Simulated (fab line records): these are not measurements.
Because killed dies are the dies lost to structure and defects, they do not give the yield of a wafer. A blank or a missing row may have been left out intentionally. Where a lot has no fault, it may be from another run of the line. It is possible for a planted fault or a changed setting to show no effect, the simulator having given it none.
fab line records + flow n5_finfet
[record]
- lots = 14
- wafers = 36
- last_day = 18
route steps=1938 shown BEOL_M8@1390 BEOL_M9@1405
lots with no fault: from the same line, run without faults
start_h: start of the lot's first displayed wafer, in hours after the record's first day + wait_h: time in hours since the lot's previous step + " unchanged from the row above + L1.1+2: a single row standing in for several wafers + - either no value or no given start + * or withheld: withheld + < > ~ a bound
route shown NAME@n: a module of which the file shows steps, and the number in the route of the first + usual: mean and standard deviation over wafers with no fault + same: alike in all rows + chamber/n: place in a boat + sites: per-site readings + _std_site: standard deviation of those values + _edge_site: mean of outer sites minus mean of inner sites + radius_mm: for every site, how far away it sits from the centre of the wafer + mask NAME#n: copy n + behind: the most recent tool/chamber to have shaped the wafer + hold: reason for holding the lot/hours on hold/outcome of the hold + device: the transistor (n, p or np) that didn't switch + end of line: tests of these same wafers at the route's end + step lacking rows: just its recipe + killed: count of dies lost to structure and defects at first sort (not the wafer's yield) + map: dies across one wafer; x = killed, . = not, _ = none there
set.NAME: the setting as run; set.NAME@STEP: as run at that earlier step + model.NAME: the simulator's own value behind a step, which no gauge read
a sample of lots followed through the steps of the route, with each step as a table and each wafer as a row
services: a tool's chamber out of use, with start hour (start_h, from the record's first day; less than 0 if before it), hours out, and reason
[[steps]]
[step N5_BEOL_M8_SURFACE_TREAT_79]
[recipe]
- gas = Ar
- time_s = *
- ion_energy_ev = *
- ion_current_ma_cm2 = 0.5
- pressure_mtorr = *
- ar_flow_sccm = 30
[usual]
- throttle_valve_pct = *
| lot.wafer | tool           | chamber | start_h | wait_h | throttle_valve_pct |
|-----------|----------------|---------|---------|--------|--------------------|
| L335.1    | pvd_sputter-01 | -       | 215.80  | 0.2    | *                  |
| L335.2    | "              | -       | "       | "      | *                  |
| L335.4    | "              | -       | "       | "      | *                  |
| L337.2    | pvd_sputter-03 | -       | 218.84  | 1.0    | *                  |
| L337.5    | "              | -       | "       | "      | *                  |
| L337.6    | "              | -       | "       | "      | *                  |
| L336.2    | pvd_sputter-03 | -       | 233.76  | 0.4    | *                  |
| L336.3    | "              | -       | "       | "      | *                  |
| L339.3    | pvd_sputter-01 | -       | 239.61  | 0.5    | *                  |
| L339.4    | "              | -       | "       | "      | *                  |
| L339.6    | "              | -       | "       | "      | *                  |
| L340.1    | pvd_sputter-03 | -       | 244.14  | 4.2    | *                  |
| L340.3    | "              | -       | "       | "      | *                  |
| L340.4    | "              | -       | "       | "      | *                  |
| L338.1    | pvd_sputter-01 | -       | 272.86  | 0.2    | *                  |
| L338.4    | "              | -       | "       | "      | *                  |
| L338.5    | "              | -       | "       | "      | *                  |
| L347.2    | pvd_sputter-01 | -       | 312.61  | 0.2    | *                  |
| L347.3    | "              | -       | "       | "      | *                  |
| L347.6    | "              | -       | "       | "      | *                  |
| L349.2    | pvd_sputter-01 | -       | 332.13  | 0.3    | *                  |
| L349.4    | "              | -       | "       | "      | *                  |
| L349.6    | "              | -       | "       | "      | *                  |
| L351.1    | pvd_sputter-01 | -       | 337.78  | 0.2    | *                  |
| L351.4    | "              | -       | "       | "      | *                  |
| L355.2    | pvd_sputter-01 | -       | 347.94  | 0.2    | *                  |
| L355.4    | "              | -       | "       | "      | *                  |
| L353.1    | pvd_sputter-03 | -       | 349.69  | 1.7    | *                  |
| L353.6    | "              | -       | "       | "      | *                  |
| L354.3    | pvd_sputter-03 | -       | 350.81  | 0.2    | *                  |
| L354.5    | "              | -       | "       | "      | *                  |
| L357.2    | pvd_sputter-02 | -       | 354.77  | 0.3    | *                  |
| L357.4    | "              | -       | "       | "      | *                  |
| L356.4    | pvd_sputter-02 | -       | 360.20  | 0.4    | *                  |
| L356.5    | "              | -       | "       | "      | *                  |
| L356.6    | "              | -       | "       | "      | *                  |
[step N5_BEOL_M8_DEP_56]
[recipe]
- material = SiCN
- target_thk_a = 100
- temp_c = withheld
- precursor = 3MS/NH3
- pressure_torr = 3
- rf_w = 202
- time_s = 17.5
[usual]
- chamber_pressure_Torr = 3.000/0.0075
- showerhead_plenum_p_Torr = 3.665/0.015
- throttle_valve_pct = 9.0/0.34
| lot.wafer | tool     | chamber | start_h | wait_h | chamber_pressure_Torr | showerhead_plenum_p_Torr | throttle_valve_pct |
|-----------|----------|---------|---------|--------|-----------------------|--------------------------|--------------------|
| L335.1    | pecvd-04 | 0       | 217.67  | 0.0    | 3.001                 | 3.666                    | 9.2                |
| L335.2    | "        | 2       | "       | "      | 3.020                 | 3.686                    | 9.1                |
| L335.4    | "        | 0       | "       | "      | 2.994                 | 3.670                    | 8.9                |
| L337.2    | pecvd-03 | 0       | 220.12  | 0.0    | 2.995                 | 3.659                    | 9.1                |
| L337.5    | "        | 0       | "       | "      | 3.003                 | 3.660                    | 8.8                |
| L337.6    | "        | 1       | "       | "      | 3.003                 | 3.641                    | 9.2                |
| L336.2    | pecvd-03 | 2       | 236.68  | 0.0    | 2.998                 | 3.668                    | 8.3                |
| L336.3    | "        | 1       | "       | "      | 3.001                 | 3.638                    | 9.4                |
| L339.3    | pecvd-04 | 2       | 244.93  | 0.0    | 3.008                 | 3.669                    | 8.7                |
| L339.4    | "        | 2       | "       | "      | 3.003                 | 3.676                    | 8.8                |
| L339.6    | "        | 1       | "       | "      | 2.990                 | 3.682                    | 9.6                |
| L339.3    | pecvd-04 | 2       | 245.13  | 0.2    | 3.018                 | 3.682                    | 8.9                |
| L339.4    | "        | 2       | "       | "      | 3.005                 | 3.682                    | 8.8                |
| L339.6    | "        | 1       | "       | "      | 3.002                 | 3.674                    | 9.6                |
| L340.1    | pecvd-03 | 1       | 245.98  | 0.0    | 2.998                 | 3.646                    | 9.5                |
| L340.3    | "        | 2       | "       | "      | 2.994                 | 3.670                    | 8.8                |
| L340.4    | "        | 1       | "       | "      | 2.999                 | 3.641                    | 9.5                |
| L340.1    | pecvd-03 | 1       | 246.20  | 0.2    | 3.012                 | 3.635                    | 9.4                |
| L340.3    | "        | 2       | "       | "      | 2.993                 | 3.658                    | 8.9                |
| L340.4    | "        | 1       | "       | "      | 3.002                 | 3.643                    | 9.2                |
| L338.1    | pecvd-04 | 2       | 274.92  | 0.0    | 3.011                 | 3.676                    | 8.8                |
| L338.4    | "        | 2       | "       | "      | 2.995                 | 3.670                    | 9.1                |
| L338.5    | "        | 0       | "       | "      | 2.995                 | 3.661                    | 9.0                |
| L347.2    | pecvd-04 | 0       | 313.67  | 0.0    | 2.997                 | 3.666                    | 9.2                |
| L347.3    | "        | 2       | "       | "      | 2.997                 | 3.682                    | 8.7                |
| L347.6    | "        | 0       | "       | "      | 2.985                 | 3.666                    | 8.8                |
| L349.2    | pecvd-01 | 2       | 333.96  | 0.0    | 2.996                 | 3.668                    | 9.1                |
| L349.4    | "        | 1       | "       | "      | 3.006                 | 3.696                    | 8.4                |
| L349.6    | "        | 2       | "       | "      | 3.000                 | 3.672                    | 8.8                |
| L351.1    | pecvd-01 | 0       | 338.92  | 0.0    | 2.999                 | 3.689                    | 8.9                |
| L351.4    | "        | 0       | "       | "      | 3.001                 | 3.685                    | 8.9                |
| L355.2    | pecvd-04 | 1       | 350.82  | 0.0    | 3.004                 | 3.668                    | 9.7                |
| L355.4    | "        | 2       | "       | "      | 2.979                 | 3.686                    | 9.1                |
| L353.1    | pecvd-03 | 0       | 350.88  | 0.0    | 2.995                 | 3.668                    | 9.1                |
| L353.6    | "        | 2       | "       | "      | 2.989                 | 3.658                    | 8.7                |
| L354.3    | pecvd-04 | 2       | 352.22  | 0.0    | 3.001                 | 3.676                    | 9.1                |
| L354.5    | "        | 0       | "       | "      | 3.003                 | 3.674                    | 8.7                |
| L357.2    | pecvd-03 | 0       | 355.97  | 0.0    | 3.002                 | 3.665                    | 9.1                |
| L357.4    | "        | 0       | "       | "      | 3.005                 | 3.655                    | 9.2                |
| L356.4    | pecvd-03 | 1       | 362.03  | 0.0    | 3.010                 | 3.634                    | 9.3                |
| L356.5    | "        | 0       | "       | "      | 3.006                 | 3.662                    | 8.9                |
| L356.6    | "        | 2       | "       | "      | 3.001                 | 3.672                    | 8.6                |
[step N5_BEOL_M9_HM_DEP_02]
[recipe]
- material = TiN
- target_thk_a = 200
- temp_c = 25
- chamber_pressure_pa = 0.49996
[usual]
- throttle_valve_pct = 30.3/0.97
| lot.wafer | tool           | chamber | start_h | wait_h | throttle_valve_pct |
|-----------|----------------|---------|---------|--------|--------------------|
| L335.1    | pvd_sputter-03 | -       | 219.52  | 1.0    | 29.0               |
| L335.2    | "              | -       | "       | "      | 31.5               |
| L335.4    | "              | -       | "       | "      | 29.6               |
| L337.2    | pvd_sputter-03 | -       | 224.18  | 3.2    | 30.9               |
| L337.5    | "              | -       | "       | "      | 29.2               |
| L337.6    | "              | -       | "       | "      | 31.0               |
| L336.2    | pvd_sputter-03 | -       | 238.58  | 1.1    | 30.8               |
| L336.3    | "              | -       | "       | "      | 29.3               |
| L339.3    | pvd_sputter-03 | -       | 245.98  | 0.0    | 29.1               |
| L339.4    | "              | -       | "       | "      | 31.1               |
| L339.6    | "              | -       | "       | "      | 29.8               |
| L340.1    | pvd_sputter-03 | -       | 247.13  | 0.1    | 31.4               |
| L340.3    | "              | -       | "       | "      | 29.2               |
| L340.4    | "              | -       | "       | "      | 30.9               |
| L338.1    | pvd_sputter-01 | -       | 275.98  | 0.3    | 29.9               |
| L338.4    | "              | -       | "       | "      | 30.5               |
| L338.5    | "              | -       | "       | "      | 30.4               |
| L347.2    | pvd_sputter-02 | -       | 316.46  | 1.5    | 29.8               |
| L347.3    | "              | -       | "       | "      | 29.4               |
| L347.6    | "              | -       | "       | "      | 30.2               |
| L349.2    | pvd_sputter-02 | -       | 335.34  | 0.6    | 31.6               |
| L349.4    | "              | -       | "       | "      | 31.6               |
| L349.6    | "              | -       | "       | "      | 29.3               |
| L351.1    | pvd_sputter-02 | -       | 340.50  | 0.8    | 31.8               |
| L351.4    | "              | -       | "       | "      | 29.9               |
| L355.2    | pvd_sputter-01 | -       | 353.62  | 2.0    | 28.6               |
| L355.4    | "              | -       | "       | "      | 31.7               |
| L353.1    | pvd_sputter-01 | -       | 353.72  | 2.1    | 28.5               |
| L353.6    | "              | -       | "       | "      | 30.2               |
| L354.3    | pvd_sputter-01 | -       | 354.02  | 1.0    | 31.8               |
| L354.5    | "              | -       | "       | "      | 31.6               |
| L357.2    | pvd_sputter-02 | -       | 359.28  | 2.4    | 29.7               |
| L357.4    | "              | -       | "       | "      | 29.6               |
| L356.4    | pvd_sputter-03 | -       | 362.83  | 0.0    | 29.1               |
| L356.5    | "              | -       | "       | "      | 29.8               |
| L356.6    | "              | -       | "       | "      | 29.4               |
[step N5_BEOL_M9_CD_MEAS_11]
[recipe]
- target_cd_nm = 64.1
- landing_energy_ev = 500
- detector = se_inlens
- polarity = opening
[usual]
- cd_nm = 63.4/0.6
| lot.wafer | tool      | chamber | start_h | wait_h | cd_nm |
|-----------|-----------|---------|---------|--------|-------|
| L335.1    | cd_sem-03 | 0       | 220.02  | -      | 63.0  |
| L335.2    | "         | 0       | "       | "      | 63.3  |
| L335.4    | "         | 0       | "       | "      | 63.7  |
| L337.2    | cd_sem-02 | 0       | 224.55  | -      | 62.6  |
| L337.5    | "         | 0       | "       | "      | 62.7  |
| L337.6    | "         | 0       | "       | "      | 62.8  |
| L336.2    | cd_sem-01 | 0       | 238.95  | -      | 62.7  |
| L336.3    | "         | 0       | "       | "      | 63.5  |
| L339.3    | cd_sem-01 | 0       | 246.35  | -      | 64.2  |
| L339.4    | "         | 0       | "       | "      | 63.1  |
| L339.6    | "         | 0       | "       | "      | 64.0  |
| L340.1    | cd_sem-01 | 0       | 247.51  | -      | 62.8  |
| L340.3    | "         | 0       | "       | "      | 62.6  |
| L340.4    | "         | 0       | "       | "      | 62.9  |
| L338.1    | cd_sem-03 | 0       | 276.35  | -      | 64.2  |
| L338.4    | "         | 0       | "       | "      | 64.4  |
| L338.5    | "         | 0       | "       | "      | 62.7  |
| L347.2    | cd_sem-02 | 0       | 316.96  | -      | 64.1  |
| L347.3    | "         | 0       | "       | "      | 63.4  |
| L347.6    | "         | 0       | "       | "      | 63.6  |
| L349.2    | cd_sem-02 | 0       | 335.71  | -      | 64.1  |
| L349.4    | "         | 0       | "       | "      | 63.4  |
| L349.6    | "         | 0       | "       | "      | 63.1  |
| L351.1    | cd_sem-03 | 0       | 340.99  | -      | 62.6  |
| L351.4    | "         | 0       | "       | "      | 62.9  |
| L355.2    | cd_sem-03 | 0       | 353.99  | -      | 63.8  |
| L355.4    | "         | 0       | "       | "      | 62.9  |
| L353.1    | cd_sem-02 | 0       | 354.22  | -      | 63.3  |
| L353.6    | "         | 0       | "       | "      | 63.0  |
| L354.3    | cd_sem-03 | 0       | 354.52  | -      | 63.5  |
| L354.5    | "         | 0       | "       | "      | 63.6  |
| L357.2    | cd_sem-03 | 0       | 359.77  | -      | 63.2  |
| L357.4    | "         | 0       | "       | "      | 63.7  |
| L356.4    | cd_sem-01 | 0       | 363.33  | -      | 63.3  |
| L356.5    | "         | 0       | "       | "      | 62.9  |
| L356.6    | "         | 0       | "       | "      | 63.9  |
[[services]]
| tool     | chamber | start_h | hours | kind                          |
|----------|---------|---------|-------|-------------------------------|
| pecvd-03 | 2       | 202.38  | -     | clean                         |
| pecvd-03 | 2       | 202.38  | -     | consumable_replace:showerhead |
| pecvd-03 | 2       | 202.38  | 29.0  | scheduled_down                |
| pecvd-03 | 2       | 202.38  | 29.0  | vent_cycle                    |
| pecvd-04 | 1       | 210.67  | 3.4   | repair                        |
| pecvd-04 | 1       | 214.10  | 5.5   | scheduled_down                |
| pecvd-04 | 1       | 219.64  | 5.5   | scheduled_down                |
| pecvd-03 | 0       | 237.39  | 5.5   | scheduled_down                |
| pecvd-04 | 0       | 238.10  | -     | calibration                   |
| pecvd-03 | 0       | 243.03  | 4.9   | repair                        |
| pecvd-01 | 2       | 245.23  | 12.9  | repair                        |
| pecvd-03 | 2       | 273.09  | 2.1   | scheduled_down                |
| pecvd-01 | 1       | 303.86  | 4.9   | repair                        |
| pecvd-04 | 0       | 316.97  | 5.5   | scheduled_down                |
[[key]]
[first_sign]
- step = N5_BEOL_M8_DEP_56
- reading = visit
- direction = added
effect none on later readings
met_at N5_BEOL_M8_DEP_56
struck_lots L339,L340
not_acting_at N5_BEOL_M8_SURFACE_TREAT_79,N5_BEOL_M9_HM_DEP_02,N5_BEOL_M9_CD_MEAS_11
[fault]
- kind = repeated_step_whole
- tool = pecvd-01,pecvd-03,pecvd-04
- chamber = -
- onset_h = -
- steps = N5_BEOL_M8_DEP_56
- times = 1
- scope = struck_lots_only
